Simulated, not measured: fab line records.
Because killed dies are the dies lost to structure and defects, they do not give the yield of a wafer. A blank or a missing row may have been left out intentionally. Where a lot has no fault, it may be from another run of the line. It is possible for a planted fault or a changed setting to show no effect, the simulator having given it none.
Chamber matching :: flow nand_harc :: NHARC_A_CONTACT_DESCUM_47 on rie_diel-13 has 4 sister chambers
The step chemistry O2, time 3 s. 4 wafers are shown with their chamber, then 7 later ones without.

WAFERS, EACH WITH ITS CHAMBER
wafer: L082.1
chamber: 3
drypump_motor_current_A (A): 6.2

wafer: L085.5
chamber: 0
drypump_motor_current_A (A): 5.7

wafer: L094.1
chamber: 2
drypump_motor_current_A (A): 5.9

wafer: L094.3
chamber: 1
drypump_motor_current_A (A): 6.6

WAFERS WITHOUT THEIR CHAMBER
wafer: L094.4
drypump_motor_current_A (A): 6.2

wafer: L093.1
drypump_motor_current_A (A): 5.7

wafer: L093.3
drypump_motor_current_A (A): 6.7

wafer: L093.4
drypump_motor_current_A (A): 5.9

wafer: L097.1
drypump_motor_current_A (A): 5.9

wafer: L097.3
drypump_motor_current_A (A): 6.2

wafer: L097.5
drypump_motor_current_A (A): 5.9

EACH ONE'S CHAMBER
wafer: L094.4
from the rows above: 3
in truth: 3

wafer: L093.1
from the rows above: 0
in truth: 0

wafer: L093.3
from the rows above: 1
in truth: 1

wafer: L093.4
from the rows above: 2
in truth: 2

wafer: L097.1
from the rows above: 2
in truth: 2

wafer: L097.3
from the rows above: 3
in truth: 3

wafer: L097.5
from the rows above: 2
in truth: 2
Placed correctly: 7 of 7. Not placeable from these rows: 0. Wrongly placed: 0.
How it was worked out, from the rows above alone: a wafer's distance from a chamber is the root of the sum, over the readings, of the square of ((its reading less the chamber's mean) divided by the reading's scatter). The wafer belongs to the nearest chamber; if the next one is less than 2 further off, it can't be placed. A chamber's mean is the mean of its shown wafers. The scatter: root of mean squared gap, hidden wafer to nearest shown wafer, with one shown wafer a chamber.
